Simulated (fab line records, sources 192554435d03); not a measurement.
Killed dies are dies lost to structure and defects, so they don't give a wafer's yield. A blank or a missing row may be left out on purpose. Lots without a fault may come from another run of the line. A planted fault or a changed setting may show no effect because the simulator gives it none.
fab line records | flow n5_finfet | part 2 of 2: steps 23 to 28 of 28
record lots=5 wafers=15 last_day=18
route steps=1938 shown BEOL_M7@1275
lots that met no fault: from a run of the same line without faults
start_h: hours from the record's first day to the start of the lot's first wafer shown | wait_h: hours since the lot's step before | " the same as in the row above | L1.1+2: a row that stands for several wafers | - no value, or no start given | * or withheld: withheld | < > ~ a bound
route shown NAME@n: a module of which the file shows steps, and the number in the route of the first | usual: mean/standard deviation of fault-free wafers | same: alike in all rows | chamber/n: place in a boat | sites: the reading at each site | _std_site: their standard deviation | _edge_site: outer sites' mean less inner sites' | radius_mm: how far each site lies from the wafer's centre | mask NAME#n: copy n | behind: the tool/chamber that last shaped the wafer | hold: why the lot was held/for how many hours/how that ended | device: the transistor (n, p or np) that didn't switch | end of line: the same wafers' tests at the end of the route | a step without rows: its recipe alone | killed: dies lost to structure and defects at the first sort, not the wafer's yield | map: a wafer's dies, x killed, . not, _ none there
set.NAME: the setting as run; set.NAME@STEP: as run at that earlier step | model.NAME: the simulator's own value behind a step, which no gauge read
lots at some steps of the route; a table a step, a row a wafer
services: from which hour (start_h, from the record's first day; less than 0 if before it) a tool's chamber was out of use, for how many hours, and why
## steps
# step N5_BEOL_M7_OVL_MEAS_29
# recipe points_per_wafer=522
# usual V6_OVL=-0.2/0.56
# columns lot.wafer tool chamber start_h wait_h V6_OVL[nm]
L075.2 overlay-01 0 216.55 0.0 -0.2
L075.5 " 0 " " -0.2
L075.6 " 0 " " 0.3
L086.2 overlay-02 0 279.18 0.0 0.6
L086.5 " 0 " " -0.4
L086.6 " 0 " " 0.1
L090.2 overlay-02 0 304.10 0.0 0.4
L090.4 " 0 " " -1.0
L090.6 " 0 " " -0.3
L096.2 overlay-02 0 340.78 0.0 -0.3
L096.3 " 0 " " -0.1
L096.4 " 0 " " -1.8
L097.4 overlay-01 0 346.94 0.0 -0.8
L097.5 " 0 " " -0.5
L097.6 " 0 " " -0.5
# step N5_BEOL_M7_INSPECT_30
# recipe mode=adi inspect_instrument=brightfield
# usual raw_defect_count=434/110
# columns lot.wafer tool chamber start_h wait_h raw_defect_count
L075.2 defect_inspect-01 - 216.60 0.0 535
L075.5 " - " " 393
L075.6 " - " " 509
L086.2 defect_inspect-01 - 279.23 0.0 300
L086.5 " - " " 324
L086.6 " - " " 397
L090.2 defect_inspect-02 - 304.16 0.0 667
L090.4 " - " " 367
L090.6 " - " " 665
L096.2 defect_inspect-01 - 340.84 0.0 395
L096.3 " - " " 369
L096.4 " - " " 482
L097.4 defect_inspect-01 - 346.98 0.0 432
L097.5 " - " " 478
L097.6 " - " " 476
# step N5_BEOL_M7_DESCUM_33
# recipe chemistry=O2 time_s=7 source_power_w=50 bias_power_w=20 pressure_mtorr=20 rf_frequency_hz=2.712e+07 temp_c=40 resist=CAR-EUV o2_flow_sccm=225
# usual bias_power_w=20.01/0.058 drypump_motor_current_A=5.6/0.39 oes_product_au=0.81/0.082 rf_vpp_V=243.6/1.2 showerhead_plenum_p_Torr=2.12/0.051 throttle_valve_pct=20.38/0.21
# columns lot.wafer tool chamber start_h wait_h bias_power_w drypump_motor_current_A oes_product_au rf_hours_counter_h rf_vpp_V showerhead_plenum_p_Torr throttle_valve_pct
L075.2 rie_diel-04 2 216.82 0.2 20.03 6.4 0.85 58 242.9 2.13 20.52
L075.5 " 3 " " 20.01 5.7 0.86 - 244.4 2.11 20.35
L075.6 " 2 " " 19.87 6.3 0.85 - 244.3 2.13 20.50
L086.2 rie_diel-04 0 279.49 0.3 20.03 5.9 0.74 166 242.7 2.11 20.46
L086.5 " 2 " " 20.03 6.4 0.84 - 243.6 2.12 20.53
L086.6 " 3 " " 19.94 5.7 0.84 - 243.6 2.10 20.37
L090.2 rie_diel-05 3 304.19 0.0 20.06 5.6 0.85 56 240.9 2.05 20.39
L090.4 " 0 " " 20.02 6.2 0.70 212 244.6 2.15 20.65
L090.6 " 2 " " 20.09 5.5 0.85 - 242.8 2.14 20.51
L096.2 rie_diel-04 2 340.91 0.1 20.06 6.4 0.80 96 242.5 2.11 20.53
L096.3 " 3 " " 20.04 5.7 0.81 86 241.9 2.09 20.42
L096.4 " 0 " " 20.20 5.9 0.73 184 243.4 2.11 20.50
L097.4 rie_diel-05 1 347.01 0.0 19.90 5.6 0.72 205 243.1 2.09 20.58
L097.5 " 1 " " 19.98 5.6 0.72 - 243.1 2.09 20.59
L097.6 " 2 " " 19.93 5.5 0.83 - 244.2 2.13 20.53
# step N5_BEOL_M7_ETCH_72
# recipe chemistry=N2/H2 target=underlayer target_depth_a=65 mask_material=CAR-EUV time_s=5.2 ion_energy_ev=200 pressure_mtorr=30 source_w=840 bias_w=150 n2_flow_sccm=200 h2_flow_sccm=200 ends=cleared
# usual drypump_motor_current_A=5.6/0.39 etch_rf_on_time_s=5.21/0.1 oes_product_au=0.69/0.067 rf_vpp_V=524.9/2.1 showerhead_plenum_p_Torr=2.58/0.077 throttle_valve_pct=17.83/0.26
# columns lot.wafer tool chamber start_h wait_h drypump_motor_current_A etch_rf_on_time_s oes_product_au rf_hours_counter_h rf_vpp_V showerhead_plenum_p_Torr throttle_valve_pct
L075.2 rie_diel-04 2 216.85 0.0 6.4 5.07 0.75 58 523.7 2.59 18.06
L075.5 " 3 " " 5.7 5.26 0.72 - 524.5 2.61 18.01
L075.6 " 2 " " 6.4 5.07 0.73 - 525.6 2.59 18.08
L086.2 rie_diel-04 0 279.52 0.0 5.9 5.13 0.64 166 525.7 2.52 17.68
L086.5 " 2 " " 6.4 5.10 0.72 - 526.3 2.58 18.11
L086.6 " 3 " " 5.7 5.25 0.70 - 523.1 2.60 18.05
L090.2 rie_diel-05 3 304.22 0.0 5.6 5.17 0.72 56 522.7 2.46 17.47
L090.4 " 0 " " 6.2 5.19 0.61 212 526.3 2.63 18.27
L090.6 " 2 " " 5.5 5.34 0.70 - 525.5 2.58 17.76
L096.2 rie_diel-04 2 340.94 0.0 6.4 5.17 0.70 96 522.9 2.58 18.13
L096.3 " 3 " " 5.7 5.25 0.69 86 524.5 2.59 18.08
L096.4 " 0 " " 5.9 5.13 0.62 184 522.0 2.52 17.72
L097.4 rie_diel-05 1 347.05 0.0 5.6 5.04 0.62 205 526.2 2.51 17.80
L097.5 " 1 " " 5.6 5.01 0.61 - 523.0 2.51 17.80
L097.6 " 2 " " 5.5 5.33 0.70 - 527.0 2.58 17.81
# step N5_BEOL_M7_ETCH_65
# recipe chemistry=CF4 target=SiARC target_depth_a=156 mask_material=CAR-EUV time_s=26 ion_energy_ev=80 pressure_mtorr=40 source_w=545 bias_w=36 Ar_flow_sccm=100 cf4_flow_sccm=100 ends=cleared
# usual drypump_motor_current_A=5.6/0.39 etch_rf_on_time_s=26.1/0.45 oes_product_au=0.69/0.067 rf_vpp_V=184.4/1.1 showerhead_plenum_p_Torr=2.17/0.053 throttle_valve_pct=15.56/0.22
# columns lot.wafer tool chamber start_h wait_h drypump_motor_current_A etch_rf_on_time_s oes_product_au rf_hours_counter_h rf_vpp_V showerhead_plenum_p_Torr throttle_valve_pct
L075.2 rie_diel-04 2 216.87 0.0 6.4 25.6 0.74 58 182.2 2.18 15.68
L075.5 " 3 " " 5.7 26.4 0.72 - 186.3 2.19 15.70
L075.6 " 2 " " 6.4 25.5 0.73 - 183.6 2.18 15.69
L086.2 rie_diel-04 0 279.54 0.0 5.9 25.8 0.64 166 185.2 2.13 15.50
L086.5 " 2 " " 6.4 25.4 0.72 - 185.9 2.18 15.71
L086.6 " 3 " " 5.7 26.2 0.70 - 183.7 2.18 15.74
L090.2 rie_diel-05 3 304.24 0.0 5.6 26.1 0.72 56 182.9 2.10 15.48
L090.4 " 0 " " 6.2 26.4 0.61 212 184.2 2.20 15.96
L090.6 " 2 " " 5.5 26.9 0.70 - 184.2 2.16 15.54
L096.2 rie_diel-04 2 340.96 0.0 6.4 26.1 0.69 96 185.2 2.17 15.76
L096.3 " 3 " " 5.7 26.3 0.69 86 183.7 2.18 15.78
L096.4 " 0 " " 5.9 25.6 0.63 184 184.6 2.12 15.53
L097.4 rie_diel-05 1 347.06 0.0 5.6 25.3 0.61 205 181.9 2.13 15.67
L097.5 " 1 " " 5.6 25.3 0.61 - 183.6 2.13 15.66
L097.6 " 2 " " 5.5 26.5 0.70 - 184.6 2.16 15.56
# step N5_BEOL_M7_ETCH_66
# recipe chemistry=N2/H2 target=SOC target_depth_a=800 overetch_a=160 mask_material=SiARC temp_c=40 time_s=120 ion_energy_ev=200 pressure_mtorr=30 source_w=840 bias_w=150 n2_flow_sccm=200 h2_flow_sccm=200
# usual drypump_motor_current_A=5.6/0.39 oes_product_au=0.62/0.06 rf_vpp_V=524.7/1.9 showerhead_plenum_p_Torr=2.58/0.077 throttle_valve_pct=17.79/0.26
# columns lot.wafer tool chamber start_h wait_h drypump_motor_current_A oes_product_au rf_hours_counter_h rf_vpp_V showerhead_plenum_p_Torr throttle_valve_pct
L075.2 rie_diel-04 2 216.90 0.0 6.4 0.65 58 525.7 2.59 18.02
L075.5 " 3 " " 5.7 0.66 - 522.7 2.61 18.00
L075.6 " 2 " " 6.4 0.66 - 524.2 2.59 18.04
L086.2 rie_diel-04 0 279.57 0.0 5.9 0.57 167 523.6 2.52 17.63
L086.5 " 2 " " 6.4 0.64 - 524.0 2.58 18.07
L086.6 " 3 " " 5.7 0.64 - 525.3 2.60 18.03
L090.2 rie_diel-05 3 304.27 0.0 5.6 0.66 56 522.2 2.46 17.43
L090.4 " 0 " " 6.2 0.55 212 525.8 2.63 18.23
L090.6 " 2 " " 5.5 0.64 - 524.5 2.58 17.75
L096.2 rie_diel-04 2 340.99 0.0 6.4 0.62 96 522.2 2.58 18.06
L096.3 " 3 " " 5.7 0.61 86 523.0 2.59 18.06
L096.4 " 0 " " 5.9 0.56 184 522.0 2.52 17.67
L097.4 rie_diel-05 1 347.09 0.0 5.6 0.55 205 523.7 2.51 17.75
L097.5 " 1 " " 5.6 0.54 - 522.3 2.51 17.75
L097.6 " 2 " " 5.5 0.63 - 523.7 2.58 17.77
## services
# columns tool chamber start_h hours kind
rie_diel-02 1 189.27 - clean
rie_diel-02 1 189.27 - consumable_replace:focus_ring
rie_diel-02 1 189.27 21.8 scheduled_down
rie_diel-02 1 189.27 21.8 vent_cycle
rie_diel-02 0 190.78 2.9 repair
euv_scanner-01 - 194.45 4.6 pm
rie_diel-02 3 201.95 4.0 repair
euv_scanner-01 - 206.52 1.0 pm
rie_diel-05 3 210.20 15.3 repair
rie_metal-02 1 228.40 16.7 repair
euv_scanner-01 0 258.07 - calibration
euv_scanner-01 - 262.67 1.0 pm
rie_diel-02 3 264.08 11.4 repair
rie_diel-02 - 271.71 2.8 pm
rie_metal-02 1 285.23 5.5 repair
rie_diel-02 - 300.28 4.0 repair
rie_metal-03 - 310.55 1.4 pm
euv_scanner-01 - 314.95 5.8 pm
rie_diel-02 0 322.58 9.6 repair
litho_track-04 - 328.95 - consumable_replace:filter
rie_diel-04 1 330.34 2.0 repair
rie_diel-02 - 337.47 0.7 repair
